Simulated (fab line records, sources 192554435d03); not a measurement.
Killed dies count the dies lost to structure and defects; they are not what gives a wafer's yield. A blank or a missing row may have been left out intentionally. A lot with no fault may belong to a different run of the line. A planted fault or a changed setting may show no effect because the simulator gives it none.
What tool caused it? | flow n5Finfet | Sampling: 24 lots, 72 wafers, 5 of 1938 route steps

## WHAT EACH GAUGE READ, for each wafer
N5_BEOL_M8_OVL_MEAS_12.
lot  | measured     | on         | M8_OVL (nm)
L074 | day 9 14:55  | overlay-01 | -0.3 0.3 -0.5
L075 | day 9 18:52  | overlay-01 | 0.1 -0.4 0.2
L078 | day 10 23:04 | overlay-01 | 0.4 -0.2 0.7
L076 | day 10 23:14 | overlay-01 | 0.0 -0.6 -1.0
L081 | day 11 04:52 | overlay-02 | -0.1 -1.2 -0.6
L079 | day 11 09:47 | overlay-02 | -1.1 -1.3 -1.6
L077 | day 11 14:47 | overlay-01 | -0.2 -0.6 -0.4
L080 | day 11 14:58 | overlay-02 | 0.7 -0.3 -0.2
L082 | day 11 15:10 | overlay-01 | -0.1 1.0 -0.3
L083 | day 11 18:58 | overlay-02 | -1.6 -1.9 -1.5
L084 | day 11 23:59 | overlay-01 | -1.0 0.0 1.0
L085 | day 12 10:05 | overlay-02 | 0.1 0.5 -0.3
L086 | day 12 22:49 | overlay-01 | 0.2 1.3 0.6
L087 | day 12 23:02 | overlay-01 | -0.7 -0.6 -0.2
L088 | day 13 09:18 | overlay-01 | -1.3 -0.5 -0.6
L089 | day 13 19:17 | overlay-02 | -1.0 -0.5 -0.5
L091 | day 13 19:43 | overlay-01 | 0.8 0.1 0.0
L093 | day 14 02:23 | overlay-01 | -1.2 -1.2 -1.4
L090 | day 14 03:21 | overlay-01 | -1.4 -1.2 -0.3
L092 | day 14 06:33 | overlay-01 | 1.0 1.3 1.9
L094 | day 14 08:55 | overlay-01 | 1.1 0.4 1.3
L095 | day 15 12:10 | overlay-01 | 0.1 0.5 -0.4
L097 | day 15 15:03 | overlay-02 | -1.0 -0.8 -1.4
L096 | day 15 14:53 | overlay-01 | 0.0 -0.7 -0.9

N5_BEOL_M8_CD_MEAS_35 targets a cd of 40 nm.
lot  | measured     | on       | cdNm (nm)
L074 | day 9 18:43  | cdSem-02 | 39.6 40.3 38.1
L075 | day 10 00:04 | cdSem-01 | 39.4 40.2 41.1
L078 | day 11 04:19 | cdSem-02 | 39.5 39.9 40.3
L076 | day 11 04:41 | cdSem-02 | 38.5 40.6 39.0
L081 | day 11 09:20 | cdSem-02 | 39.7 40.0 39.5
L079 | day 11 14:29 | cdSem-03 | 41.0 39.8 40.9
L077 | day 11 18:03 | cdSem-02 | 38.4 39.6 39.8
L080 | day 11 17:53 | cdSem-02 | 40.0 40.8 40.2
L082 | day 11 18:00 | cdSem-02 | 39.8 40.0 41.3
L083 | day 11 21:49 | cdSem-03 | 40.0 40.4 40.3
L084 | day 12 03:13 | cdSem-03 | 38.9 39.4 39.6
L085 | day 12 12:05 | cdSem-01 | 41.0 40.5 40.0
L086 | day 13 01:43 | cdSem-02 | 40.0 40.2 39.4
L087 | day 13 01:44 | cdSem-01 | 41.3 40.3 41.4
L088 | day 13 14:44 | cdSem-01 | 39.7 41.1 40.2
L089 | day 13 22:04 | cdSem-02 | 39.8 39.9 39.5
L091 | day 13 22:36 | cdSem-02 | 40.4 39.9 39.9
L093 | day 14 05:41 | cdSem-03 | 40.1 40.6 40.3
L090 | day 14 05:19 | cdSem-03 | 40.4 39.5 39.0
L092 | day 14 08:15 | cdSem-02 | 39.9 38.5 38.4
L094 | day 14 14:14 | cdSem-02 | 41.3 41.3 40.4
L095 | day 15 13:44 | cdSem-03 | 39.4 40.7 40.2
L097 | day 15 17:51 | cdSem-02 | 40.2 38.1 40.6
L096 | day 15 18:07 | cdSem-01 | 39.8 39.3 39.6

## TOOL THAT RAN EACH LOT (tool first, then ch and the chambers of the sampled wafers, then the start)
lot  | N5_BEOL_M7_SURFACE_TREAT_79 | N5_BEOL_M8_STRIP_67               | N5_BEOL_M8_TRENCH_ETCH_37
L074 | pvdSputter-03, day 9 10:50  | rieDiel-04 ch 0,1,3, day 9 15:16  | rieDiel-04 ch 0,3, day 9 18:43 or earlier
L075 | pvdSputter-01, day 9 15:02  | rieDiel-04 ch 1,3, day 9 19:21    | rieDiel-06 ch 0,1,2, day 10 00:04 or earlier
L078 | pvdSputter-03, day 10 19:35 | rieDiel-06 ch 2,3, day 10 23:28   | rieDiel-02 ch 0,1, day 11 04:19 or earlier
L076 | pvdSputter-03, day 10 19:38 | rieDiel-04 ch 0,1,3, day 10 23:34 | rieDiel-06 ch 0,2, day 11 04:41 or earlier
L081 | pvdSputter-03, day 10 23:35 | rieDiel-06 ch 0,1,3, day 11 05:13 | rieDiel-02 ch 0,2, day 11 09:20 or earlier
L079 | pvdSputter-03, day 11 05:43 | rieDiel-04 ch 2,3, day 11 10:07   | rieDiel-02 ch 1,2, day 11 14:29 or earlier
L077 | pvdSputter-01, day 11 09:24 | rieDiel-02 ch 0,2, day 11 15:05   | rieDiel-04 ch 0,1, day 11 18:03 or earlier
L080 | pvdSputter-03, day 11 09:35 | rieDiel-04 ch 2,3, day 11 15:18   | rieDiel-06 ch 0,2, day 11 17:53 or earlier
L082 | pvdSputter-03, day 11 10:34 | rieDiel-06 ch 0,1,3, day 11 15:32 | rieDiel-02 ch 1,2,3, day 11 18:00 or earlier
L083 | pvdSputter-02, day 11 15:47 | rieDiel-02 ch 2,3, day 11 19:16   | rieDiel-02 ch 1,2, day 11 21:49 or earlier
L084 | pvdSputter-02, day 11 19:18 | rieDiel-06 ch 2,3, day 12 00:20   | rieDiel-06 ch 0,2, day 12 03:13 or earlier
L085 | pvdSputter-03, day 12 07:44 | rieDiel-04 ch 0,3, day 12 10:23   | rieDiel-02 ch 1,2,3, day 12 12:05 or earlier
L086 | pvdSputter-01, day 12 17:29 | rieDiel-02 ch 0,2,3, day 12 23:07 | rieDiel-02 ch 0,1,2, day 13 01:43 or earlier
L087 | pvdSputter-01, day 12 18:19 | rieDiel-04 ch 0,1,2, day 12 23:22 | rieDiel-04 ch 2,3, day 13 01:44 or earlier
L088 | pvdSputter-03, day 13 05:38 | rieDiel-06 ch 0,1, day 13 10:08   | rieDiel-02 ch 2,3, day 13 14:44 or earlier
L089 | pvdSputter-03, day 13 15:16 | rieDiel-06 ch 0,2,3, day 13 19:52 | rieDiel-02 ch 1,3, day 13 22:04 or earlier
L091 | pvdSputter-03, day 13 15:43 | rieDiel-06 ch 0,1,2, day 13 20:12 | rieDiel-02 ch 1,2, day 13 22:36 or earlier
L093 | pvdSputter-03, day 13 22:45 | rieDiel-04 ch 0,2,3, day 14 02:56 | rieDiel-06 ch 0,3, day 14 05:41 or earlier
L090 | pvdSputter-03, day 13 23:20 | rieDiel-02 ch 1,3, day 14 03:49   | rieDiel-04 ch 0,3, day 14 05:19 or earlier
L092 | pvdSputter-03, day 14 02:58 | rieDiel-02 ch 0,1,3, day 14 06:51 | rieDiel-06 ch 0,1,3, day 14 08:15 or earlier
L094 | pvdSputter-01, day 14 05:43 | rieDiel-06 ch 2,3, day 14 09:13   | rieDiel-04 ch 0,2,3, day 14 14:14 or earlier
L095 | pvdSputter-03, day 15 08:05 | rieDiel-06 ch 0,1,2, day 15 12:28 | rieDiel-04 ch 1,2, day 15 13:44 or earlier
L097 | pvdSputter-02, day 15 11:18 | rieDiel-02 ch 0,1,2, day 15 15:30 | rieDiel-04 ch 0,3, day 15 17:51 or earlier
L096 | pvdSputter-02, day 15 11:20 | rieDiel-02 ch 0,1,3, day 15 15:14 | rieDiel-02 ch 0,3, day 15 18:07 or earlier
- N5_BEOL_M7_SURFACE_TREAT_79
- N5_BEOL_M8_STRIP_67: strips in CF4.
- N5_BEOL_M8_TRENCH_ETCH_37: etches SiCOH lowk in C4F6/O2, target depth 93.478 nm, time 31.2 s.

## AS READ BY THE TOOLS THEMSELVES (means over the sampled wafers that have a number; for cases with no such wafer, the mark the record gives instead)
N5_BEOL_M8_STRIP_67.
lot  | tool       | chamberPressureMTorr (mTorr) | drypumpMotorCurrentA (A) | oesProductAu (a.u.) | rfVppV (V) | showerheadPlenumPTorr (Torr) | throttleValvePct (%)
L074 | rieDiel-04 | 49.94                        | 5.8                      | 0.93                | 273.3      | 1.87                         | 13.25
L075 | rieDiel-04 | 50.01                        | 5.8                      | 0.95                | 273.8      | 1.89                         | 13.07
L078 | rieDiel-06 | 50.00                        | 5.9                      | 0.75                | 270.6      | 1.85                         | 13.63
L076 | rieDiel-04 | 49.99                        | 5.8                      | 0.90                | 273.6      | 1.86                         | 13.28
L081 | rieDiel-06 | 49.94                        | 6.2                      | 0.77                | 271.4      | 1.81                         | 13.54
L079 | rieDiel-04 | 50.00                        | 5.9                      | 0.89                | 273.4      | 1.91                         | 13.24
L077 | rieDiel-02 | 50.04                        | 5.8                      | 0.89                | 270.4      | 1.76                         | 13.40
L080 | rieDiel-04 | 50.00                        | 5.9                      | 0.84                | 273.0      | 1.90                         | 13.44
L082 | rieDiel-06 | 49.99                        | 6.2                      | 0.76                | 270.5      | 1.81                         | 13.55
L083 | rieDiel-02 | 50.04                        | 6.2                      | 0.97                | 270.4      | 1.77                         | 13.35
L084 | rieDiel-06 | 50.02                        | 5.9                      | 0.74                | 271.7      | 1.85                         | 13.66
L085 | rieDiel-04 | 49.94                        | 5.8                      | 0.88                | 273.2      | 1.90                         | 13.25
L086 | rieDiel-02 | 49.99                        | 6.1                      | 0.85                | 269.6      | 1.74                         | 13.47
L087 | rieDiel-04 | 49.95                        | 5.9                      | 0.83                | 271.5      | 1.85                         | 13.49
L088 | rieDiel-06 | 50.01                        | 6.2                      | 0.74                | 270.2      | 1.78                         | 13.57
L089 | rieDiel-06 | 50.04                        | 5.9                      | 0.81                | 270.4      | 1.81                         | 13.48
L091 | rieDiel-06 | 50.04                        | 5.7                      | 0.81                | 269.8      | 1.76                         | 13.43
L093 | rieDiel-04 | 49.93                        | 5.9                      | 0.82                | 274.1      | 1.89                         | 13.48
L090 | rieDiel-02 | 50.02                        | 6.6                      | 0.86                | 270.2      | 1.76                         | 13.50
L092 | rieDiel-02 | 49.97                        | 6.3                      | 0.79                | 270.4      | 1.75                         | 13.57
L094 | rieDiel-06 | 49.99                        | 5.4                      | 0.88                | 270.0      | 1.80                         | 13.34
L095 | rieDiel-06 | 50.00                        | 5.7                      | 0.80                | 270.8      | 1.76                         | 13.44
L097 | rieDiel-02 | 49.97                        | 6.0                      | 0.79                | 270.5      | 1.75                         | 13.54
L096 | rieDiel-02 | 50.03                        | 6.3                      | 0.78                | 270.1      | 1.74                         | 13.59

N5_BEOL_M8_TRENCH_ETCH_37.
lot  | tool       | chamberPressureMTorr (mTorr) | drypumpMotorCurrentA (A) | oes_o_777_au (a.u.) | oesProductAu (a.u.) | rfVppV (V) | showerheadPlenumPTorr (Torr) | throttleValvePct (%)
L074 | rieDiel-04 | 30.033                       | 5.8                      | 1.00                | 0.94                | 657        | 3.01                         | 20.49
L075 | rieDiel-06 | 29.990                       | 5.7                      | 0.75                | 0.74                | 658        | 2.81                         | 20.81
L078 | rieDiel-02 | 30.018                       | 6.2                      | 0.79                | 0.77                | 643        | 2.83                         | 20.93
L076 | rieDiel-06 | 30.009                       | 5.4                      | 0.74                | 0.71                | 653        | 2.82                         | 20.89
L081 | rieDiel-02 | 29.987                       | 5.9                      | 0.87                | 0.88                | 663        | 2.78                         | 20.76
L079 | rieDiel-02 | 29.989                       | 6.2                      | 0.85                | 0.85                | 645        | 2.88                         | 21.01
L077 | rieDiel-04 | 29.987                       | 5.8                      | 0.85                | 0.87                | 667        | 2.92                         | 20.83
L080 | rieDiel-06 | 30.019                       | 5.9                      | 0.73                | 0.71                | 660        | 2.84                         | 20.85
L082 | rieDiel-02 | 29.993                       | 6.3                      | 0.88                | 0.91                | 662        | 2.84                         | 20.98
L083 | rieDiel-02 | 29.996                       | 6.1                      | 0.85                | 0.85                | 645        | 2.88                         | 21.02
L084 | rieDiel-06 | 29.990                       | 5.4                      | 0.73                | 0.70                | 652        | 2.82                         | 20.90
L085 | rieDiel-02 | 29.990                       | 6.3                      | 0.86                | 0.89                | 662        | 2.84                         | 20.98
L086 | rieDiel-02 | 29.962                       | 6.0                      | 0.80                | 0.80                | 653        | 2.80                         | 20.87
L087 | rieDiel-04 | 30.025                       | 5.9                      | 0.85                | 0.83                | 654        | 2.98                         | 20.71
L088 | rieDiel-02 | 30.005                       | 6.5                      | 0.86                | 0.92                | 681        | 2.80                         | 20.96
L089 | rieDiel-02 | 29.990                       | 6.5                      | 0.80                | 0.81                | 653        | 2.86                         | 21.09
L091 | rieDiel-02 | 29.996                       | 6.2                      | 0.82                | 0.82                | 645        | 2.87                         | 21.03
L093 | rieDiel-06 | 29.996                       | 6.4                      | 0.71                | 0.72                | 673        | 2.87                         | 20.84
L090 | rieDiel-04 | 30.012                       | 5.9                      | 0.87                | 0.83                | 660        | 2.97                         | 20.72
L092 | rieDiel-06 | 30.012                       | 6.2                      | 0.73                | 0.73                | 671        | 2.84                         | 20.83
L094 | rieDiel-04 | 30.030                       | 5.9                      | 0.85                | 0.82                | 658        | 2.97                         | 20.73
L095 | rieDiel-04 | 30.044                       | 5.9                      | 0.79                | 0.81                | 663        | 2.92                         | 20.88
L097 | rieDiel-04 | 29.990                       | 5.8                      | 0.90                | 0.85                | 657        | 2.99                         | 20.55
L096 | rieDiel-02 | 29.989                       | 6.1                      | 0.74                | 0.73                | 666        | 2.70                         | 20.80

## THE ANSWER, worked out from the rows above alone
Rule: the lots themselves supply what counts as usual. The widest of any qualifying gaps counts: lots, ordered by their means at a reading, are off when they make up no more than a third of the lots, leave a main group of 4 or more, and stand apart from it by 3 or more times the standard deviation of that group's means. The tables above print the reading to a certain number of digits; a main group whose means all agree to those digits is not used. A lot without any number at a reading at which 4 lots or more have one is off too. The other lots that the step has rows for count as sound. First the gauges in route order, then the tools' own readings, where a lot's mean is used as printed above. The first step at which some lot is off is used, and at that step the reading that is off furthest; a lot without a number counts as furthest.
No lot is off at any reading shown: from this, nothing can be told.

## WHAT THE SIMULATOR PUT IN
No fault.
